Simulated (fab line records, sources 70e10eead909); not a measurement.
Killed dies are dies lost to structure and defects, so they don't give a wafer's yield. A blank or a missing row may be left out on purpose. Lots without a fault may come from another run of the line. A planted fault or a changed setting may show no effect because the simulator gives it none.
fab line records | flow nand_harc
record lots=14 wafers=42 last_day=33
route steps=1302 shown A_DECK1_JOINT@527 A_ONON_D2@546 END@1302
lots that met no fault: from a run of the same line without faults
start_h: hours from the record's first day to the start of the lot's first wafer shown | wait_h: hours since the lot's step before | " the same as in the row above | L1.1+2: a row that stands for several wafers | - no value, or no start given | * or withheld: withheld | < > ~ a bound
route shown NAME@n: a module of which the file shows steps, and the number in the route of the first | usual: mean/standard deviation of fault-free wafers | same: alike in all rows | chamber/n: place in a boat | sites: the reading at each site | _std_site: their standard deviation | _edge_site: outer sites' mean less inner sites' | radius_mm: how far each site lies from the wafer's centre | mask NAME#n: copy n | behind: the tool/chamber that last shaped the wafer | hold: why the lot was held/for how many hours/how that ended | device: the transistor (n, p or np) that didn't switch | end of line: the same wafers' tests at the end of the route | a step without rows: its recipe alone | killed: dies lost to structure and defects at the first sort, not the wafer's yield | map: a wafer's dies, x killed, . not, _ none there
set.NAME: the setting as run; set.NAME@STEP: as run at that earlier step | model.NAME: the simulator's own value behind a step, which no gauge read
steps of the route over a sample of lots; a table a step, a row a wafer
services: from which hour (start_h, from the record's first day; less than 0 if before it) a tool's chamber was out of use, for how many hours, and why
## steps
# step NHARC_A_DECK1_JOINT_CMP_13
# recipe target_thk_nm=51.023
# usual motor_current_A=12.3/1.2 time_to_endpoint_s=9.7/2.2
# columns lot.wafer tool chamber start_h wait_h motor_current_A time_to_endpoint_s
L153.1 cmp-02 3 250.18 0.4 12.2 10.3
L153.2 " 2 " " 12.7 11.9
L153.6 " 0 " " 11.7 7.7
L154.3 cmp-04 1 254.18 0.4 12.2 5.7
L154.1 " 2 " " 12.7 9.0
L154.6 " 2 " " 12.7 7.9
L155.3 cmp-04 0 274.56 0.4 11.1 6.6
L155.2 " 1 " " 13.1 8.7
L155.4 " 2 " " 12.9 6.2
L158.2 cmp-04 0 301.77 0.4 10.5 7.3
L158.6 " 3 " " 13.8 7.4
L158.5 " 0 " " 11.7 8.3
L159.4 cmp-03 0 307.02 0.4 13.7 12.9
L159.1 " 2 " " 11.1 12.4
L159.6 " 0 " " 13.3 11.1
L161.4 cmp-04 2 332.50 0.4 12.7 7.6
L161.2 " 3 " " 14.5 6.4
L161.1 " 0 " " 11.5 8.6
L162.1 cmp-03 2 332.58 0.4 11.0 9.1
L162.5 " 3 " " 10.4 13.9
L162.6 " 0 " " 13.2 10.6
L163.3 cmp-04 0 352.95 0.4 11.0 8.0
L163.2 " 1 " " 12.2 7.6
L163.5 " 0 " " 11.4 8.3
L165.3 cmp-03 1 361.79 0.4 13.4 13.0
L165.2 " 2 " " 11.0 13.1
L165.1 " 3 " " 10.7 13.8
L164.2 cmp-02 0 361.81 0.4 11.8 8.0
L164.4 " 1 " " 11.8 8.2
L164.5 " 2 " " 13.3 9.0
L166.4 cmp-03 0 375.91 0.4 12.8 10.2
L166.6 " 2 " " 11.1 10.8
L166.5 " 3 " " 10.2 9.4
L174.2 cmp-04 3 455.00 0.4 14.6 11.4
L174.1 " 1 " " 12.7 11.8
L174.5 " 3 " " 13.8 9.7
L175.1 cmp-03 0 460.23 0.4 13.2 8.3
L175.3 " 2 " " 10.6 10.0
L175.6 " 0 " " 13.5 9.3
L176.1 cmp-03 0 487.64 0.4 13.6 8.4
L176.2 " 1 " " 12.6 8.2
L176.4 " 2 " " 11.2 6.5
# step NHARC_A_ONON_D2_THK_MEAS_02
# recipe thk_meas_gauge=ellipsometry
# usual thk_nm=1000/7.9
# columns lot.wafer tool chamber start_h wait_h thk_nm
L153.1 film_metro-01 - 280.76 - 1003
L153.2 " - " " 1004
L153.6 " - " " 1004
L154.1 film_metro-02 - 280.76 - 1004
L154.3 " - " " 1003
L154.6 " - " " 1003
L155.2 film_metro-01 - 299.15 - 1012
L155.3 " - " " 1013
L155.4 " - " " 1013
L158.2 film_metro-01 - 323.23 - 1007
L158.5 " - " " 1005
L158.6 " - " " 1005
L159.1 film_metro-01 - 330.07 - 1005
L159.4 " - " " 1004
L159.6 " - " " 1004
L161.1 film_metro-01 - 357.32 - 995
L161.2 " - " " 993
L161.4 " - " " 992
L162.1 film_metro-02 - 357.33 - 1004
L162.5 " - " " 1005
L162.6 " - " " 1003
L163.2 film_metro-01 - 381.70 - 1003
L163.3 " - " " 1002
L163.5 " - " " 1003
L164.2 film_metro-01 - 385.62 - 995
L164.4 " - " " 998
L164.5 " - " " 993
L165.1 film_metro-01 - 385.63 - 1011
L165.2 " - " " 1010
L165.3 " - " " 1011
L166.4 film_metro-02 - 403.55 - 1016
L166.5 " - " " 1018
L166.6 " - " " 1018
L174.1 film_metro-01 - 476.43 - 994
L174.2 " - " " 994
L174.5 " - " " 995
L175.1 film_metro-01 - 481.96 - 1004
L175.3 " - " " 1003
L175.6 " - " " 1004
L176.1 film_metro-02 - 515.86 - 996
L176.2 " - " " 995
L176.4 " - " " 996
# step NHARC_A_ONON_D2_DEP_09
# recipe target_thk_a=10000 n2_flow_sccm=2750 n2o_flow_sccm=2000 nh3_flow_sccm=500 sih4_flow_sccm=210 temp_c=400
# columns lot.wafer tool chamber start_h wait_h
L153.1+2+6 pecvd_onon-02 0 281.95 0.1
L154.1+3+6 pecvd_onon-04 0 281.95 0.1
L155.2+3+4 pecvd_onon-02 0 300.40 0.1
L158.2+5+6 pecvd_onon-04 0 324.48 0.1
L159.1+4+6 pecvd_onon-02 0 331.26 0.1
L162.1+5+6 pecvd_onon-04 0 358.51 0.1
L161.1+2+4 pecvd_onon-02 0 358.51 0.1
L163.2+3+5 pecvd_onon-04 0 382.95 0.1
L165.1+2+3 pecvd_onon-04 0 386.81 0.1
L164.2+4+5 pecvd_onon-03 0 386.87 0.1
L166.4+5+6 pecvd_onon-04 0 404.91 0.2
L174.1+2+5 pecvd_onon-02 0 477.63 0.1
L175.1+3+6 pecvd_onon-04 0 483.15 0.1
L176.1+2+4 pecvd_onon-04 0 517.06 0.1
# step NHARC_A_ONON_D2_THK_MEAS_11
# recipe thk_meas_gauge=ellipsometry
# usual thk_nm=999/6.4
# columns lot.wafer tool chamber start_h wait_h thk_nm
L154.1 film_metro-02 - 282.46 - 1004
L154.3 " - " " 1005
L154.6 " - " " 1003
L153.1 film_metro-01 - 282.46 - 994
L153.2 " - " " 993
L153.6 " - " " 997
L155.2 film_metro-01 - 300.85 - 996
L155.3 " - " " 996
L155.4 " - " " 996
L158.2 film_metro-01 - 324.93 - 1002
L158.5 " - " " 1002
L158.6 " - " " 1003
L159.1 film_metro-01 - 331.77 - 993
L159.4 " - " " 993
L159.6 " - " " 993
L161.1 film_metro-02 - 359.02 - 998
L161.2 " - " " 998
L161.4 " - " " 999
L162.1 film_metro-01 - 359.02 - 995
L162.5 " - " " 995
L162.6 " - " " 997
L163.2 film_metro-01 - 383.40 - 994
L163.3 " - " " 993
L163.5 " - " " 994
L164.2 film_metro-01 - 387.31 - 996
L164.4 " - " " 997
L164.5 " - " " 997
L165.1 film_metro-01 - 387.35 - 628
L165.2 " - " " 1004
L165.3 " - " " 1005
L166.4 film_metro-01 - 405.25 - 625
L166.5 " - " " 1001
L166.6 " - " " 1003
L174.1 film_metro-01 - 478.14 - 1009
L174.2 " - " " 1009
L174.5 " - " " 1008
L175.1 film_metro-02 - 483.66 - 996
L175.3 " - " " 995
L175.6 " - " " 996
L176.1 film_metro-02 - 517.59 - 1008
L176.2 " - " " 1008
L176.4 " - " " 1007
# step NHARC_END_SORT_01
# recipe temp_c=25
# usual killed_at_array=46/15 killed_at_other=0.8/1.1 killed_at_periphery=4.0/2.9 killed_dies=50/15 killed_open=3.2/1.8 killed_short=2.3/1.6
# same gross_dies=677
# columns lot.wafer tool chamber start_h wait_h killed_at_array killed_at_other killed_at_periphery killed_dies killed_open killed_short
L154.1 prober-02 0 564.93 2.5 59 1 1 61 4 2
L154.3 prober-02 0 566.53 3.1 74 0 5 79 4 1
L154.6 prober-02 0 568.94 4.0 63 3 3 69 2 1
L162.1 prober-02 0 650.16 2.5 63 3 8 74 0 4
L162.5 prober-02 0 653.31 3.6 64 0 5 69 3 2
L162.6 prober-02 0 654.10 3.9 57 3 4 64 5 6
L165.1 prober-01 0 675.27 2.5 676 0 1 677 2 0
L165.2 prober-01 0 676.07 2.8 45 0 1 46 6 1
L165.3 prober-01 0 676.86 3.1 40 0 1 41 2 1
L166.4 prober-01 0 693.37 3.4 667 0 10 677 4 1
L166.5 prober-01 0 694.18 3.7 52 1 6 59 3 6
L166.6 prober-01 0 695.00 4.1 40 0 2 42 5 1
L174.1 prober-01 0 762.00 2.5 36 0 6 42 3 5
L174.2 prober-01 0 762.79 2.8 36 0 4 40 4 2
L174.5 prober-01 0 765.16 3.7 31 0 6 37 5 0
# killed by level:class
L154.1 A_CHANNEL_HOLE_D1:chamber_film_flake=20 A_CHANNEL_HOLE_D2:chamber_film_flake=17 A_SLIT:chamber_film_flake=9 A_STAIRCASE:chamber_film_flake=5 A_CONTACT:geometric_particle:open=2 A_CHANNEL_HOLE_D1:geometric_particle:short=1 A_DECK1_JOINT:geometric_particle:open=1 A_CHANNEL_FILL_D2:geometric_particle:open=1
L154.3 A_CHANNEL_HOLE_D1:chamber_film_flake=19 A_SLIT:chamber_film_flake=19 A_CHANNEL_HOLE_D2:chamber_film_flake=18 A_STAIRCASE:chamber_film_flake=7 P_ZERO_WELL:chamber_film_flake=3 A_CONTACT:chamber_film_flake=3 A_ZERO_WELL:chamber_film_flake=2 A_WL_FILL:chamber_film_flake=2
L154.6 A_CHANNEL_HOLE_D2:chamber_film_flake=26 A_CHANNEL_HOLE_D1:chamber_film_flake=15 A_SLIT:chamber_film_flake=13 A_STAIRCASE:chamber_film_flake=3 THIN_TSV:chamber_film_flake=3 P_ZERO_WELL:chamber_film_flake=2 A_CHANNEL_FILL_D2:chamber_film_flake=2 A_ONON_D1:geometric_particle:open=1
L162.1 A_CHANNEL_HOLE_D1:chamber_film_flake=26 A_SLIT:chamber_film_flake=25 P_CONTACT:chamber_film_flake=5 A_CONTACT:chamber_film_flake=4 A_CHANNEL_HOLE_D2:chamber_film_flake=3 THIN_TSV:chamber_film_flake=3 A_CHANNEL_FILL_D1:geometric_particle:short=2 P_CONTACT:geometric_particle:short=1
L162.5 A_CHANNEL_HOLE_D1:chamber_film_flake=25 A_SLIT:chamber_film_flake=23 A_CHANNEL_HOLE_D2:chamber_film_flake=6 P_CONTACT:chamber_film_flake=5 A_CHANNEL_FILL_D2:chamber_film_flake=2 A_CONTACT:chamber_film_flake=2 A_SOURCE_PLATE:geometric_particle:short=1 A_CHANNEL_HOLE_D1:geometric_particle:open=1
L162.6 A_SLIT:chamber_film_flake=18 A_CHANNEL_HOLE_D1:chamber_film_flake=12 A_CHANNEL_HOLE_D2:chamber_film_flake=10 P_CONTACT:chamber_film_flake=3 A_CHANNEL_FILL_D2:chamber_film_flake=3 THIN_TSV:chamber_film_flake=3 A_ONON_D1:geometric_particle:open=2 A_M0:geometric_particle:short=2
L165.1 A_ONON_D2:area_dep=649 A_CHANNEL_HOLE_D2:chamber_film_flake=10 A_CONTACT:chamber_film_flake=3 A_BLC:chamber_film_flake=3 A_CHANNEL_HOLE_D1:chamber_film_flake=2 A_CHANNEL_FILL_D1:chamber_film_flake=2 A_ONON_D1:geometric_particle:open=1 A_SLIT:geometric_particle:open=1
L165.2 A_CHANNEL_HOLE_D2:chamber_film_flake=17 A_BLC:chamber_film_flake=8 A_CHANNEL_HOLE_D1:chamber_film_flake=5 A_CONTACT:chamber_film_flake=4 A_SLIT:chamber_film_flake=3 A_ONON_D1:geometric_particle:open=2 A_SGD_CUT:geometric_particle:open=2 A_DECK1_JOINT:geometric_particle:open=1
L165.3 A_CHANNEL_HOLE_D2:chamber_film_flake=11 A_CONTACT:chamber_film_flake=7 A_BLC:chamber_film_flake=6 A_CHANNEL_HOLE_D1:chamber_film_flake=5 A_DECK1_JOINT:chamber_film_flake=4 A_STAIRCASE:chamber_film_flake=2 A_SLIT:chamber_film_flake=2 P_M1:geometric_particle:open=1
L166.4 A_ONON_D2:area_dep=627 A_CHANNEL_HOLE_D1:chamber_film_flake=21 A_CHANNEL_HOLE_D2:chamber_film_flake=11 P_BONDPAD:chamber_film_flake=5 P_GATE:chamber_film_flake=3 A_DECK1_JOINT:chamber_film_flake=2 A_STAIRCASE:chamber_film_flake=2 P_M1:geometric_particle:open=1
L166.5 A_CHANNEL_HOLE_D1:chamber_film_flake=27 A_CHANNEL_HOLE_D2:chamber_film_flake=11 P_M0:chamber_film_flake=3 A_SLIT:chamber_film_flake=3 P_BONDPAD:chamber_film_flake=2 A_SOURCE_PLATE:geometric_particle:short=1 A_CHANNEL_FILL_D1:geometric_particle:open=1 A_DECK1_JOINT:geometric_particle:open=1
L166.6 A_CHANNEL_HOLE_D1:chamber_film_flake=19 A_CHANNEL_HOLE_D2:chamber_film_flake=12 A_BLC:geometric_particle:open=2 A_CHANNEL_FILL_D1:geometric_particle:open=1 A_CHANNEL_FILL_D1:geometric_particle:short=1 A_ONON_D2:geometric_particle:open=1 A_M0:geometric_particle:open=1 P_GATE:chamber_film_flake=1
L174.1 A_CHANNEL_HOLE_D1:chamber_film_flake=9 A_WL_FILL:chamber_film_flake=6 A_CONTACT:chamber_film_flake=4 P_GATE:chamber_film_flake=3 A_SGD_CUT:chamber_film_flake=3 A_CHANNEL_FILL_D2:geometric_particle:short=2 P_CONTACT:chamber_film_flake=2 A_CHANNEL_HOLE_D2:chamber_film_flake=2
L174.2 A_CHANNEL_HOLE_D1:chamber_film_flake=13 P_GATE:chamber_film_flake=3 A_WL_FILL:chamber_film_flake=3 A_CONTACT:chamber_film_flake=3 A_M1:chamber_film_flake=3 A_STAIRCASE:geometric_particle:open=2 A_SGD_CUT:chamber_film_flake=2 A_SLIT:chamber_film_flake=2
L174.5 A_CHANNEL_HOLE_D1:chamber_film_flake=9 A_SLIT:chamber_film_flake=9 A_CONTACT:chamber_film_flake=7 P_GATE:chamber_film_flake=3 P_GATE:geometric_particle:open=1 P_M1:geometric_particle:open=1 A_CHANNEL_FILL_D1:geometric_particle:open=1 A_ONON_D2:geometric_particle:open=1
## services
# columns tool chamber start_h hours kind
pecvd_onon-02 - 243.80 2.7 repair
cmp-03 - 252.64 3.1 repair
cmp-03 - 282.09 4.0 pm
cmp-03 - 302.32 1.6 repair
cmp-04 - 307.07 4.0 pm
pecvd_onon-04 - 311.00 13.0 pm
cmp-04 - 313.37 0.4 repair
cmp-03 - 316.75 0.4 repair
cmp-04 - 356.64 0.6 repair
pecvd_onon-02 - 366.00 13.0 pm
cmp-04 - 369.43 1.7 repair
cmp-04 - 374.55 1.1 repair
cmp-04 - 378.88 0.5 repair
cmp-03 - 380.09 4.0 pm
cmp-04 - 405.07 4.0 pm
cmp-03 - 419.36 4.9 repair
cmp-03 - 439.30 7.8 repair
cmp-04 - 444.74 0.6 repair
cmp-03 - 453.11 5.8 repair
cmp-03 - 478.25 4.0 pm
cmp-04 - 479.30 1.4 repair
cmp-04 - 486.81 0.5 repair
pecvd_onon-04 - 492.00 13.0 pm
cmp-04 - 503.07 4.0 pm
## key
first_sign step=NHARC_A_ONON_D2_THK_MEAS_11 reading=thk_nm direction=down sigmas=58 usual=999 struck=626
effect step=NHARC_END_SORT_01 reading=killed_at_array direction=up sigmas=41 usual=46 struck=672
more_kills_born_at NHARC_A_ONON_D2_DEP_09@pecvd_onon-04=1276
met_at NHARC_A_ONON_D2_DEP_09
struck_lots L165,L166
struck_wafers L165.1,L166.4
later_rows_left_out L165.1,L166.4
tester_left_out L165,L166
not_acting_at NHARC_A_DECK1_JOINT_CMP_13,NHARC_A_ONON_D2_THK_MEAS_02
onset_between 382.95 386.81
fault kind=process_parameter_drift tool=pecvd_onon-04 chamber=- onset_h=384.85 steps=NHARC_A_ONON_D2_DEP_09 channel=target_thk_a offset=* shape=step end_h=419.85 scope=struck_wafers_only acts_in=* stated=*
# tester_left_out: of these lots the tester's yield and bins aren't shown, on N5 and GAA mostly nor the transistor test; their killed dies are dies lost to structure and defects alone, not to doping, threshold or leakage, so they don't give the yield
# later_rows_left_out: the simulator's readings of these wafers behind a module that went badly wrong aren't trusted and aren't shown, but for the sort
